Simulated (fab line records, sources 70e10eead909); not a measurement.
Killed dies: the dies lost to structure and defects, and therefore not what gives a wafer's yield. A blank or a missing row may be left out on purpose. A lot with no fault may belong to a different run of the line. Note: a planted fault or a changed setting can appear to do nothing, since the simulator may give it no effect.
fab line records	flow nand_harc
[record] lots = 13	wafers = 39	last_day = 33
route steps=1302 shown HYBRID_BOND@1242 THIN_TSV@1250 END@1302
lots that met no fault: from a run of the same line without faults
start_h: hours from the record's opening day to when the first of the lot's shown wafers began	wait_h: hours from the lot's prior step to this one	" repeats the value in the row above	L1.1+2: a row that stands for several wafers	- no value present, or no start provided	* or withheld: withheld	< > ~ a bound
route shown NAME@n: names a module that has steps shown in the file, with the first one's number in the route	usual: mean/standard deviation of fault-free wafers	same: alike in all rows	chamber/n: place in a boat	sites: each site's reading	_std_site: standard deviation across them	_edge_site: the outer-site mean with the inner-site mean subtracted	radius_mm: for every site, how far away it sits from the centre of the wafer	mask NAME#n: copy n	behind: tool/chamber where the wafer was last shaped	hold: cause of the lot's hold/its duration in hours/its outcome	device: whichever transistor did not switch (one of n, p or np)	end of line: tests of these same wafers at the route's end	for a step that has no rows: nothing shown but its recipe	killed: at the first sort, the dies lost to defects and structure; wafer yield is something else	map: per-die view of a wafer (x killed, . not killed, _ where there is no die)
set.NAME: the run value of the setting; set.NAME@STEP: its run value at that earlier step	model.NAME: the simulator's own value behind a step, which no gauge read
one table for each step of the route and one row for each wafer, over a sample of lots
services: from which hour (start_h, from the record's first day; less than 0 if before it) a tool's chamber was out of use, for how many hours, and why
[[steps]]
[step NHARC_HYBRID_BOND_OVL_MEAS_05]
[usual] overlay_x_nm = 2/34	overlay_y_nm = 1/33
lot.wafer	tool	chamber	start_h	wait_h	overlay_x_nm	overlay_y_nm
L636.1	overlay-02	-	559.27	0.4	-41	-3
L636.3	"	-	"	"	-25	16
L636.4	"	-	"	"	23	-30
L635.4	overlay-01	-	559.27	0.4	-32	6
L635.5	"	-	"	"	-23	28
L635.6	"	-	"	"	-85	5
L638.1	overlay-02	-	580.17	0.4	-15	-30
L638.4	"	-	"	"	-6	-51
L638.5	"	-	"	"	-37	1
L639.3	overlay-01	-	587.42	0.4	73	-11
L639.4	"	-	"	"	3	32
L639.6	"	-	"	"	9	51
L641.1	overlay-02	-	603.96	0.4	46	3
L641.2	"	-	"	"	21	-7
L641.5	"	-	"	"	-8	12
L643.1	overlay-02	-	629.96	0.4	-11	16
L643.3	"	-	"	"	54	20
L643.4	"	-	"	"	26	49
L646.2	overlay-02	-	640.98	0.4	6	35
L646.5	"	-	"	"	-50	40
L646.6	"	-	"	"	2	42
L652.1	overlay-02	-	717.40	0.4	8	32
L652.3	"	-	"	"	7	-35
L652.6	"	-	"	"	32	-59
L653.4	overlay-01	-	723.86	0.4	59	49
L653.5	"	-	"	"	14	-27
L653.6	"	-	"	"	-50	13
L654.1	overlay-02	-	747.24	0.4	17	-23
L654.2	"	-	"	"	2	19
L654.4	"	-	"	"	-11	-10
L655.1	overlay-02	-	753.59	0.4	48	-29
L655.3	"	-	"	"	31	1
L655.4	"	-	"	"	-6	34
L656.1	overlay-02	-	757.04	0.4	-46	-31
L656.3	"	-	"	"	-16	24
L656.5	"	-	"	"	-76	21
L657.3	overlay-02	-	768.27	0.4	-32	-42
L657.4	"	-	"	"	11	1
L657.5	"	-	"	"	4	-34
[step NHARC_THIN_TSV_DEP_43]
[recipe] target_thk_a = 13285	temp_c = withheld	pressure_torr = 6.5	rf_w = 900	teos_flow_sccm = 161.4	flow_sccm = 2650	target_thk_nm = 1328.5	gas = O2	material = SiO2
[usual] throttle_valve_pct = 15.9/0.75
lot.wafer	tool	chamber	start_h	wait_h	throttle_valve_pct
L635.5	pecvd-02	1	561.33	-	15.5
L635.6	"	2	"	"	16.5
L635.4	"	0	"	"	16.2
L636.1	pecvd-04	0	562.39	-	17.2
L636.3	"	1	"	"	14.9
L636.4	"	0	"	"	17.4
L638.1	pecvd-01	2	582.17	-	16.1
L638.4	"	0	"	"	15.1
L638.5	"	2	"	"	16.3
L639.3	pecvd-04	1	590.59	-	14.7
L639.4	"	0	"	"	17.3
L639.6	"	1	"	"	14.4
L641.2	pecvd-02	2	605.87	-	15.7
L641.1	"	0	"	"	16.0
L641.5	"	0	"	"	15.9
L643.1	pecvd-01	2	631.89	-	16.4
L643.3	"	2	"	"	16.1
L643.4	"	0	"	"	15.3
L646.2	pecvd-01	2	644.16	-	16.4
L646.6	"	1	"	"	15.5
L646.5	"	2	"	"	16.2
L652.1	pecvd-04	0	719.28	-	17.1
L652.3	"	1	"	"	14.2
L652.6	"	2	"	"	16.7
L653.6	pecvd-04	0	725.91	-	16.8
L653.4	"	1	"	"	14.4
L653.5	"	2	"	"	16.4
L654.2	pecvd-01	1	749.20	-	16.1
L654.1	"	2	"	"	16.5
L654.4	"	1	"	"	16.2
L655.3	pecvd-01	2	755.55	-	16.3
L655.1	"	0	"	"	15.7
L655.4	"	2	"	"	16.7
L656.3	pecvd-04	1	758.96	-	14.6
L656.1	"	0	"	"	17.0
L656.5	"	0	"	"	17.0
L657.3	pecvd-04	0	771.47	-	17.1
L657.4	"	2	"	"	16.8
L657.5	"	0	"	"	17.3
[step NHARC_THIN_TSV_PVD_51]
[recipe] target_thk_a = 1000	chamber_pressure_pa = 5	material = Cu
[usual] throttle_valve_pct = 30.1/0.75
lot.wafer	tool	chamber	start_h	wait_h	throttle_valve_pct
L635.4	pvd_sputter-03	-	-	-	29.5
L635.6	"	-	"	"	30.8
L635.5	"	-	"	"	29.5
L636.4	pvd_sputter-01	-	-	-	29.9
L636.1	"	-	"	"	30.3
L636.3	"	-	"	"	31.5
L638.4	pvd_sputter-03	-	-	-	30.8
L638.1	"	-	"	"	30.8
L638.5	"	-	"	"	30.9
L639.3	pvd_sputter-02	-	-	-	28.8
L639.4	"	-	"	"	29.9
L639.6	"	-	"	"	30.6
L641.2	pvd_sputter-02	-	-	-	30.7
L641.1	"	-	"	"	30.4
L641.5	"	-	"	"	29.9
L643.1	pvd_sputter-02	-	-	-	29.8
L643.3	"	-	"	"	28.6
L643.4	"	-	"	"	30.2
L646.2	pvd_sputter-01	-	-	-	29.7
L646.5	"	-	"	"	31.1
L646.6	"	-	"	"	29.8
L652.1	pvd_sputter-02	-	-	-	30.0
L652.3	"	-	"	"	30.8
L652.6	"	-	"	"	29.6
L653.4	pvd_sputter-01	-	-	-	29.1
L653.5	"	-	"	"	29.8
L653.6	"	-	"	"	29.0
L654.2	pvd_sputter-01	-	-	-	28.5
L654.4	"	-	"	"	30.4
L654.1	"	-	"	"	29.7
L655.3	pvd_sputter-02	-	-	-	30.1
L655.1	"	-	"	"	29.3
L655.4	"	-	"	"	30.1
L656.1	pvd_sputter-02	-	-	-	29.9
L656.3	"	-	"	"	29.3
L656.5	"	-	"	"	30.3
L657.3	pvd_sputter-03	-	-	-	29.5
L657.4	"	-	"	"	31.0
L657.5	"	-	"	"	30.9
[step NHARC_THIN_TSV_ETCH_36]
[recipe] target_depth_a = 650	over_etch_frac = 0.3	time_s = 18.571	ion_energy_ev = 150	chemistry = Cl2/BCl3
[usual] chamber_pressure_mTorr = 10.001/0.0089	drypump_motor_current_A = 5.5/0.49	oes_product_au = 1.002/0.009
[same] time_s = 18.571
lot.wafer	tool	chamber	start_h	wait_h	chamber_pressure_mTorr	drypump_motor_current_A	oes_product_au	rf_hours_counter_h
L635.4	rie_metal-03	0	568.74	0.1	9.974	5.2	1.001	-
L635.5	"	0	"	"	9.998	5.2	1.001	-
L635.6	"	1	"	"	9.999	6.3	1.009	-
L636.1	rie_metal-02	1	569.65	0.2	9.981	5.2	1.004	2.2
L636.4	"	1	"	"	10.003	5.2	1.003	-
L636.3	"	0	"	"	10.006	5.0	1.014	-
L638.1	rie_metal-01	0	589.38	0.2	9.996	6.0	1.006	0.2
L638.4	"	0	"	"	9.999	6.0	1.005	-
L638.5	"	1	"	"	9.999	5.2	1.003	-
L639.4	rie_metal-01	1	597.83	0.1	10.002	5.2	0.990	-
L639.3	"	0	"	"	9.994	6.1	1.007	-
L639.6	"	0	"	"	9.992	6.0	1.005	-
L641.1	rie_metal-01	0	612.91	0.2	9.992	6.1	1.002	0.6
L641.2	"	1	"	"	10.017	5.2	0.995	0.6
L641.5	"	1	"	"	9.981	5.3	0.997	-
L643.1	rie_metal-01	1	639.32	0.2	10.014	5.2	1.000	1.1
L643.3	"	1	"	"	10.008	5.2	0.989	-
L643.4	"	0	"	"	10.006	6.0	0.844	-
L646.2	rie_metal-02	1	651.34	0.2	9.988	5.2	0.991	0.4
L646.6	"	0	"	"	9.991	5.0	0.997	-
L646.5	"	1	"	"	10.022	5.2	0.984	-
L652.1	rie_metal-02	1	726.44	0.2	10.006	5.3	0.987	1.6
L652.3	"	1	"	"	9.998	5.2	0.990	-
L652.6	"	0	"	"	10.013	5.1	1.002	-
L653.4	rie_metal-03	1	732.93	0.1	9.988	6.3	0.994	-
L653.5	"	1	"	"	10.001	6.3	0.998	-
L653.6	"	0	"	"	10.002	5.2	1.000	-
L654.1	rie_metal-02	1	757.22	0.2	10.008	5.2	0.990	2.3
L654.2	"	0	"	"	9.999	5.0	1.005	2.3
L654.4	"	0	"	"	9.996	5.0	1.001	-
L655.1	rie_metal-01	0	762.53	0.2	10.008	6.0	1.022	0.2
L655.4	"	0	"	"	10.009	6.0	1.014	-
L655.3	"	1	"	"	9.992	5.2	0.997	-
L656.1	rie_metal-03	0	766.24	0.2	10.001	5.2	1.008	1.2
L656.3	"	0	"	"	10.024	5.2	0.992	-
L656.5	"	1	"	"	9.986	6.3	1.009	-
L657.4	rie_metal-01	0	778.69	0.2	9.982	6.1	1.011	-
L657.3	"	1	"	"	9.989	5.3	0.998	-
L657.5	"	0	"	"	9.983	6.0	1.011	-
[step NHARC_END_SORT_01]
[recipe] temp_c = 25
[usual] defect_limited_yield = 90.7/2.9	killed_at_array = 58/20	killed_at_other = 1.0/1.2	killed_at_periphery = 4.1/3	killed_dies = 63/20	killed_open = 3.2/1.7	killed_short = 2.5/1.5
[same] gross_dies = 677
lot.wafer	tool	chamber	start_h	wait_h	defect_limited_yield[%]	killed_at_array	killed_at_other	killed_at_periphery	killed_dies	killed_open	killed_short
L636.1	prober-02	0	579.65	2.5	97.0	17	1	2	20	2	4
L636.3	prober-02	0	581.26	3.1	95.3	30	1	1	32	4	4
L636.4	prober-02	0	582.07	3.4	96.9	18	1	2	21	4	2
L635.4	prober-01	0	582.05	3.4	88.8	74	0	2	76	4	4
L635.5	prober-01	0	582.85	3.7	90.0	65	1	2	68	1	2
L635.6	prober-01	0	583.65	4.0	90.7	63	0	0	63	1	0
L638.1	prober-01	0	600.06	2.5	95.1	28	3	2	33	1	6
L638.4	prober-01	0	602.46	3.4	95.3	24	3	5	32	3	4
L638.5	prober-01	0	603.26	3.7	95.3	26	3	3	32	3	4
L639.3	prober-01	0	609.46	3.1	83.6	102	1	8	111	4	2
L639.4	prober-01	0	610.27	3.4	87.7	79	2	2	83	2	2
L639.6	prober-01	0	611.88	4.0	86.3	82	4	7	93	5	2
L641.1	prober-02	0	621.56	2.5	91.1	59	0	1	60	3	1
L641.2	prober-02	0	622.36	2.8	91.6	57	0	0	57	0	2
L641.5	prober-02	0	624.73	3.7	89.8	67	0	2	69	4	1
L643.1	prober-02	0	647.84	2.5	90.8	58	0	4	62	4	2
L643.3	prober-02	0	649.44	3.1	92.9	45	0	3	48	2	0
L643.4	prober-02	0	650.25	3.4	91.0	59	0	2	61	3	1
L646.2	prober-02	0	659.69	2.8	93.2	35	0	11	46	5	2
L646.5	prober-02	0	662.12	3.7	93.5	36	0	8	44	1	4
L646.6	prober-02	0	662.93	4.1	92.3	41	1	10	52	7	4
L652.1	prober-02	0	735.06	2.5	89.1	72	1	1	74	4	1
L652.3	prober-02	0	736.68	3.1	89.2	70	0	3	73	4	7
L652.6	prober-02	0	739.10	4.0	91.1	57	0	3	60	3	3
L653.4	prober-01	0	744.04	3.4	86.3	89	0	4	93	5	4
L653.5	prober-01	0	744.84	3.7	89.5	67	3	1	71	1	4
L653.6	prober-01	0	745.63	4.0	87.9	77	2	3	82	5	2
L654.1	prober-02	0	768.43	2.5	87.1	75	4	8	87	1	3
L654.2	prober-02	0	769.23	2.8	86.9	82	1	6	89	4	2
L654.4	prober-02	0	770.84	3.4	87.1	78	3	6	87	2	0
L655.1	prober-01	0	768.51	2.6	89.7	64	2	4	70	4	2
L655.3	prober-01	0	770.13	3.2	91.6	52	0	5	57	4	4
L655.4	prober-01	0	770.94	3.5	92.0	48	3	3	54	4	1
L656.1	prober-02	0	776.25	2.5	90.4	61	1	3	65	3	2
L656.3	prober-02	0	777.89	3.1	88.9	69	0	6	75	4	0
L656.5	prober-02	0	779.52	3.8	91.3	57	1	1	59	4	4
L657.3	prober-02	0	787.70	3.1	92.8	46	0	3	49	2	1
L657.4	prober-02	0	788.51	3.4	93.4	41	2	2	45	3	0
L657.5	prober-02	0	789.31	3.7	93.2	44	2	0	46	2	5
// killed by level:class
L636.1 A_CHANNEL_HOLE_D2:chamber_film_flake=6 A_SOURCE_PLATE:geometric_particle:short=2 A_SOURCE_PLATE:geometric_particle:open=2 A_CHANNEL_HOLE_D1:chamber_film_flake=2 A_M1:chamber_film_flake=2 P_GATE:geometric_particle:short=1 A_CHANNEL_HOLE_D2:geometric_particle:short=1 P_STI:chamber_film_flake=1
L636.3 A_CHANNEL_HOLE_D2:chamber_film_flake=11 A_CHANNEL_HOLE_D1:chamber_film_flake=3 A_M0:geometric_particle:short=2 A_DECK1_JOINT:chamber_film_flake=2 A_SLIT:chamber_film_flake=2 A_CONTACT:chamber_film_flake=2 A_M0:chamber_film_flake=2 P_M2:geometric_particle:open=1
L635.4 A_CHANNEL_HOLE_D2:chamber_film_flake=28 A_SLIT:chamber_film_flake=24 A_STAIRCASE:chamber_film_flake=10 A_CONTACT:chamber_film_flake=3 A_CHANNEL_FILL_D2:geometric_particle:short=2 A_CHANNEL_HOLE_D1:chamber_film_flake=2 P_CONTACT:geometric_particle:open=1 P_CONTACT:geometric_particle:short=1
L636.4 A_CHANNEL_HOLE_D2:chamber_film_flake=7 A_CONTACT:chamber_film_flake=4 A_CONTACT:geometric_particle:open=2 P_GATE:geometric_particle:open=1 P_GATE:geometric_particle:short=1 A_M0:geometric_particle:open=1 STARTING-WAFER:geometric_particle:short=1 A_CHANNEL_HOLE_D1:chamber_film_flake=1
L635.5 A_CHANNEL_HOLE_D2:chamber_film_flake=30 A_SLIT:chamber_film_flake=23 A_STAIRCASE:chamber_film_flake=5 A_CONTACT:chamber_film_flake=4 P_M2:geometric_particle:open=1 A_CHANNEL_HOLE_D2:geometric_particle:short=1 A_M0:geometric_particle:short=1 P_M0:chamber_film_flake=1
L635.6 A_SLIT:chamber_film_flake=26 A_CHANNEL_HOLE_D2:chamber_film_flake=22 A_STAIRCASE:chamber_film_flake=7 A_CONTACT:chamber_film_flake=5 A_CONTACT:geometric_particle:open=1 A_CHANNEL_HOLE_D1:chamber_film_flake=1 A_WL_FILL:chamber_film_flake=1
L638.1 A_CONTACT:chamber_film_flake=9 A_CHANNEL_HOLE_D2:chamber_film_flake=7 A_CHANNEL_HOLE_D1:chamber_film_flake=3 THIN_TSV:chamber_film_flake=3 P_M0:geometric_particle:open=1 A_CHANNEL_HOLE_D1:geometric_particle:short=1 A_CHANNEL_FILL_D1:geometric_particle:short=1 A_ONON_D2:geometric_particle:short=1
L638.4 A_CHANNEL_HOLE_D2:chamber_film_flake=12 A_CONTACT:chamber_film_flake=3 A_CHANNEL_FILL_D1:geometric_particle:open=2 P_GATE:chamber_film_flake=2 A_CHANNEL_HOLE_D1:chamber_film_flake=2 THIN_TSV:chamber_film_flake=2 P_M0:geometric_particle:short=1 A_DECK1_JOINT:geometric_particle:short=1
L638.5 A_CHANNEL_HOLE_D2:chamber_film_flake=10 A_CHANNEL_HOLE_D1:chamber_film_flake=7 A_CONTACT:chamber_film_flake=3 THIN_TSV:chamber_film_flake=2 P_GATE:geometric_particle:open=1 A_CHANNEL_HOLE_D1:geometric_particle:short=1 A_ONON_D2:geometric_particle:short=1 A_CHANNEL_HOLE_D2:geometric_particle:short=1
L639.3 A_SLIT:chamber_film_flake=39 A_CHANNEL_HOLE_D1:chamber_film_flake=31 A_CHANNEL_HOLE_D2:chamber_film_flake=24 P_BONDPAD:chamber_film_flake=3 A_ZERO_WELL:chamber_film_flake=3 P_M1:geometric_particle:open=2 P_CONTACT:geometric_particle:short=1 A_SOURCE_PLATE:geometric_particle:short=1
L639.4 A_SLIT:chamber_film_flake=30 A_CHANNEL_HOLE_D2:chamber_film_flake=22 A_CHANNEL_HOLE_D1:chamber_film_flake=17 A_STAIRCASE:chamber_film_flake=3 A_CONTACT:chamber_film_flake=2 THIN_TSV:chamber_film_flake=2 P_M0:geometric_particle:short=1 A_ONON_D1:geometric_particle:open=1
L639.6 A_SLIT:chamber_film_flake=29 A_CHANNEL_HOLE_D2:chamber_film_flake=21 A_CHANNEL_HOLE_D1:chamber_film_flake=21 THIN_TSV:chamber_film_flake=4 P_STI:chamber_film_flake=2 P_M2:chamber_film_flake=2 P_BONDPAD:chamber_film_flake=2 A_SGD_CUT:chamber_film_flake=2
L641.1 A_CHANNEL_HOLE_D1:chamber_film_flake=26 A_CHANNEL_HOLE_D2:chamber_film_flake=13 A_CHANNEL_FILL_D1:chamber_film_flake=3 A_CONTACT:chamber_film_flake=3 A_M0:chamber_film_flake=3 A_SGD_CUT:geometric_particle:open=2 A_SGD_CUT:chamber_film_flake=2 A_SLIT:chamber_film_flake=2
L641.2 A_CHANNEL_HOLE_D1:chamber_film_flake=22 A_CHANNEL_HOLE_D2:chamber_film_flake=18 A_WL_FILL:chamber_film_flake=5 A_CONTACT:chamber_film_flake=3 A_CHANNEL_FILL_D1:chamber_film_flake=2 A_STAIRCASE:chamber_film_flake=2 A_M0:chamber_film_flake=2 A_DECK1_JOINT:geometric_particle:short=1
L641.5 A_CHANNEL_HOLE_D1:chamber_film_flake=29 A_CHANNEL_HOLE_D2:chamber_film_flake=16 A_STAIRCASE:chamber_film_flake=4 A_CHANNEL_FILL_D1:chamber_film_flake=3 A_WL_FILL:chamber_film_flake=3 A_M0:chamber_film_flake=3 P_GATE:geometric_particle:open=1 A_ONON_D1:geometric_particle:open=1
L643.1 A_CHANNEL_HOLE_D1:chamber_film_flake=24 A_CHANNEL_HOLE_D2:chamber_film_flake=20 A_STAIRCASE:chamber_film_flake=4 P_GATE:chamber_film_flake=3 A_WL_FILL:geometric_particle:open=2 A_CHANNEL_FILL_D2:chamber_film_flake=2 A_CONTACT:chamber_film_flake=2 P_CONTACT:geometric_particle:open=1
L643.3 A_CHANNEL_HOLE_D1:chamber_film_flake=24 A_CHANNEL_HOLE_D2:chamber_film_flake=12 A_CONTACT:chamber_film_flake=3 P_ZERO_WELL:chamber_film_flake=2 A_CHANNEL_FILL_D2:chamber_film_flake=2 A_CHANNEL_FILL_D1:geometric_particle:open=1 A_ONON_D2:geometric_particle:open=1 P_GATE:chamber_film_flake=1
L643.4 A_CHANNEL_HOLE_D1:chamber_film_flake=32 A_CHANNEL_HOLE_D2:chamber_film_flake=17 A_SGD_CUT:chamber_film_flake=2 A_SLIT:chamber_film_flake=2 A_CONTACT:chamber_film_flake=2 P_GATE:geometric_particle:open=1 A_WL_FILL:geometric_particle:open=1 A_M0:geometric_particle:open=1
L646.2 A_CHANNEL_HOLE_D1:chamber_film_flake=26 A_STAIRCASE:chamber_film_flake=5 P_BONDPAD:chamber_film_flake=4 P_M0:geometric_particle:open=2 P_GATE:chamber_film_flake=2 P_GATE:geometric_particle:open=1 P_CONTACT:geometric_particle:short=1 P_M1:geometric_particle:open=1
L646.5 A_CHANNEL_HOLE_D1:chamber_film_flake=22 P_BONDPAD:chamber_film_flake=6 A_STAIRCASE:chamber_film_flake=6 A_ONON_D1:geometric_particle:short=1 A_DECK1_JOINT:geometric_particle:open=1 A_CHANNEL_HOLE_D2:geometric_particle:short=1 A_CHANNEL_FILL_D2:geometric_particle:short=1 A_SGD_CUT:geometric_particle:short=1
L646.6 A_CHANNEL_HOLE_D1:chamber_film_flake=25 P_BONDPAD:chamber_film_flake=3 A_CONTACT:chamber_film_flake=3 A_ONON_D2:geometric_particle:short=2 A_CHANNEL_HOLE_D2:geometric_particle:open=2 P_CONTACT:chamber_film_flake=2 A_STAIRCASE:chamber_film_flake=2 P_GATE:geometric_particle:short=1
L652.1 A_SLIT:chamber_film_flake=37 A_CHANNEL_HOLE_D1:chamber_film_flake=17 A_CONTACT:chamber_film_flake=7 A_DECK1_JOINT:chamber_film_flake=2 A_ONON_D2:geometric_particle:open=1 A_SGD_CUT:geometric_particle:open=1 A_WL_FILL:geometric_particle:short=1 A_BLC:geometric_particle:open=1
L652.3 A_SLIT:chamber_film_flake=39 A_CHANNEL_HOLE_D1:chamber_film_flake=14 A_CONTACT:chamber_film_flake=4 A_M0:geometric_particle:short=3 A_ONON_D1:geometric_particle:open=2 A_WL_FILL:chamber_film_flake=2 P_GATE:geometric_particle:short=1 P_CONTACT:geometric_particle:short=1
L652.6 A_SLIT:chamber_film_flake=27 A_CHANNEL_HOLE_D1:chamber_film_flake=13 A_CONTACT:chamber_film_flake=8 A_STAIRCASE:chamber_film_flake=2 A_WL_FILL:chamber_film_flake=2 P_CONTACT:geometric_particle:short=1 P_M2:geometric_particle:open=1 A_CHANNEL_FILL_D1:geometric_particle:open=1
L653.4 A_CHANNEL_HOLE_D2:chamber_film_flake=32 A_CHANNEL_HOLE_D1:chamber_film_flake=29 A_SLIT:chamber_film_flake=13 A_CONTACT:chamber_film_flake=4 P_GATE:chamber_film_flake=3 A_CHANNEL_FILL_D1:geometric_particle:short=2 A_WL_FILL:geometric_particle:short=2 P_CONTACT:geometric_particle:open=1
L653.5 A_CHANNEL_HOLE_D1:chamber_film_flake=23 A_CHANNEL_HOLE_D2:chamber_film_flake=22 A_SLIT:chamber_film_flake=9 A_CONTACT:chamber_film_flake=7 THIN_TSV:chamber_film_flake=3 A_WL_FILL:geometric_particle:short=2 A_M0:geometric_particle:open=1 A_M0:geometric_particle:short=1
L653.6 A_CHANNEL_HOLE_D1:chamber_film_flake=31 A_CHANNEL_HOLE_D2:chamber_film_flake=27 A_SLIT:chamber_film_flake=8 A_CONTACT:chamber_film_flake=4 A_CHANNEL_FILL_D1:geometric_particle:short=2 P_GATE:chamber_film_flake=2 THIN_TSV:chamber_film_flake=2 P_M1:geometric_particle:open=1
L654.1 A_SLIT:chamber_film_flake=34 A_CHANNEL_HOLE_D2:chamber_film_flake=27 P_GATE:chamber_film_flake=4 P_M1:chamber_film_flake=4 THIN_TSV:chamber_film_flake=4 A_CHANNEL_HOLE_D1:unspecified=2 A_STAIRCASE:chamber_film_flake=2 A_CHANNEL_HOLE_D1:geometric_particle:short=1
L655.1 A_SLIT:chamber_film_flake=36 A_CHANNEL_HOLE_D1:chamber_film_flake=20 P_M1:chamber_film_flake=2 THIN_TSV:chamber_film_flake=2 P_CONTACT:geometric_particle:open=1 P_M0:geometric_particle:open=1 A_CHANNEL_FILL_D1:geometric_particle:short=1 A_DECK1_JOINT:geometric_particle:short=1
L654.2 A_SLIT:chamber_film_flake=36 A_CHANNEL_HOLE_D2:chamber_film_flake=35 P_M1:chamber_film_flake=3 A_CHANNEL_FILL_D1:chamber_film_flake=2 P_GATE:geometric_particle:open=1 A_DECK1_JOINT:geometric_particle:open=1 A_ONON_D2:geometric_particle:short=1 A_CHANNEL_FILL_D2:geometric_particle:open=1
L655.3 A_SLIT:chamber_film_flake=36 A_CHANNEL_HOLE_D1:chamber_film_flake=8 P_M1:chamber_film_flake=4 A_ONON_D2:geometric_particle:short=2 P_GATE:geometric_particle:short=1 A_CHANNEL_FILL_D1:geometric_particle:open=1 A_CHANNEL_FILL_D2:geometric_particle:open=1 A_SLIT:geometric_particle:open=1
L654.4 A_SLIT:chamber_film_flake=39 A_CHANNEL_HOLE_D2:chamber_film_flake=29 P_M1:chamber_film_flake=5 A_CONTACT:chamber_film_flake=4 THIN_TSV:chamber_film_flake=3 P_GATE:geometric_particle:open=1 A_CHANNEL_FILL_D2:geometric_particle:open=1 A_CHANNEL_HOLE_D1:unspecified=1
L655.4 A_SLIT:chamber_film_flake=24 A_CHANNEL_HOLE_D1:chamber_film_flake=17 A_CHANNEL_HOLE_D2:geometric_particle:open=2 P_M1:chamber_film_flake=2 A_M1:chamber_film_flake=2 THIN_TSV:chamber_film_flake=2 P_GATE:geometric_particle:open=1 A_M0:geometric_particle:open=1
L656.1 A_CHANNEL_HOLE_D2:chamber_film_flake=24 A_CHANNEL_HOLE_D1:chamber_film_flake=15 A_SLIT:chamber_film_flake=6 A_CONTACT:chamber_film_flake=5 A_SGD_CUT:chamber_film_flake=3 P_GATE:chamber_film_flake=2 A_STAIRCASE:chamber_film_flake=2 P_M0:geometric_particle:open=1
L656.3 A_CHANNEL_HOLE_D2:chamber_film_flake=32 A_CHANNEL_HOLE_D1:chamber_film_flake=19 A_SLIT:chamber_film_flake=8 A_CONTACT:chamber_film_flake=6 P_GATE:chamber_film_flake=2 A_SGD_CUT:chamber_film_flake=2 P_STI:geometric_particle:open=1 P_CONTACT:geometric_particle:open=1
L656.5 A_CHANNEL_HOLE_D2:chamber_film_flake=23 A_CHANNEL_HOLE_D1:chamber_film_flake=13 A_SLIT:chamber_film_flake=7 A_CONTACT:chamber_film_flake=6 A_DECK1_JOINT:geometric_particle:short=2 P_CONTACT:geometric_particle:open=1 A_CHANNEL_FILL_D1:geometric_particle:short=1 A_ONON_D2:geometric_particle:open=1
L657.3 A_SLIT:chamber_film_flake=37 A_CONTACT:chamber_film_flake=3 A_DECK1_JOINT:chamber_film_flake=2 A_CHANNEL_HOLE_D2:chamber_film_flake=2 P_M1:geometric_particle:short=1 A_CHANNEL_FILL_D1:geometric_particle:open=1 A_M0:geometric_particle:open=1 P_STI:chamber_film_flake=1
L657.4 A_SLIT:chamber_film_flake=31 A_CONTACT:chamber_film_flake=5 P_M2:chamber_film_flake=2 A_ONON_D1:geometric_particle:open=1 A_CHANNEL_HOLE_D1:geometric_particle:open=1 A_CHANNEL_FILL_D1:geometric_particle:open=1 A_DECK1_JOINT:chamber_film_flake=1 A_STAIRCASE:chamber_film_flake=1
L657.5 A_SLIT:chamber_film_flake=34 A_DECK1_JOINT:geometric_particle:short=2 A_WL_FILL:geometric_particle:short=2 A_CONTACT:chamber_film_flake=2 A_ONON_D1:geometric_particle:short=1 A_ONON_D2:geometric_particle:open=1 STARTING-WAFER:geometric_particle:open=1 A_ZERO_WELL:chamber_film_flake=1
[[services]]
tool	chamber	start_h	hours	kind
pvd_sputter-03	-	558.79	1.7	repair
rie_metal-01	-	575.03	9.0	pm
rie_metal-02	1	575.61	21.2	repair
pvd_sputter-01	-	582.00	10.0	pm
pecvd-02	-	591.61	13.0	pm
pecvd-01	-	592.65	5.9	repair
pvd_sputter-03	-	599.04	1.9	repair
pecvd-01	1	625.14	10.8	repair
pecvd-04	-	631.00	13.0	pm
rie_metal-02	-	631.00	9.0	pm
pecvd-02	2	634.22	9.0	repair
pvd_sputter-02	-	638.00	10.0	pm
pvd_sputter-03	-	656.29	9.2	repair
pecvd-04	0	667.57	7.7	repair
pecvd-01	-	673.38	13.0	pm
rie_metal-03	-	696.00	9.0	pm
pvd_sputter-03	-	711.81	10.0	pm
pvd_sputter-02	-	725.26	8.4	repair
pvd_sputter-03	-	731.03	3.7	repair
pvd_sputter-03	-	740.45	4.4	repair
rie_metal-01	-	752.03	9.0	pm
pvd_sputter-01	-	756.98	2.0	repair
pvd_sputter-01	-	760.00	10.0	pm
pecvd-02	-	772.61	13.0	pm
[[key]]
[first_sign] step = NHARC_THIN_TSV_ETCH_36	reading = oes_product_au	direction = down	sigmas = 17	usual = 1.002	struck = 0.844
effect none on later readings
met_at NHARC_THIN_TSV_ETCH_36
struck_lots L643
struck_wafers L643.4
not_acting_at NHARC_HYBRID_BOND_OVL_MEAS_05,NHARC_THIN_TSV_DEP_43,NHARC_THIN_TSV_PVD_51
onset_between 612.91 639.32
[fault] kind = process_parameter_drift	tool = rie_metal-01	chamber = -	onset_h = 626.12	steps = NHARC_THIN_TSV_ETCH_36	channel = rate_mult	offset = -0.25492	shape = step	end_h = 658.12	scope = struck_wafers_only
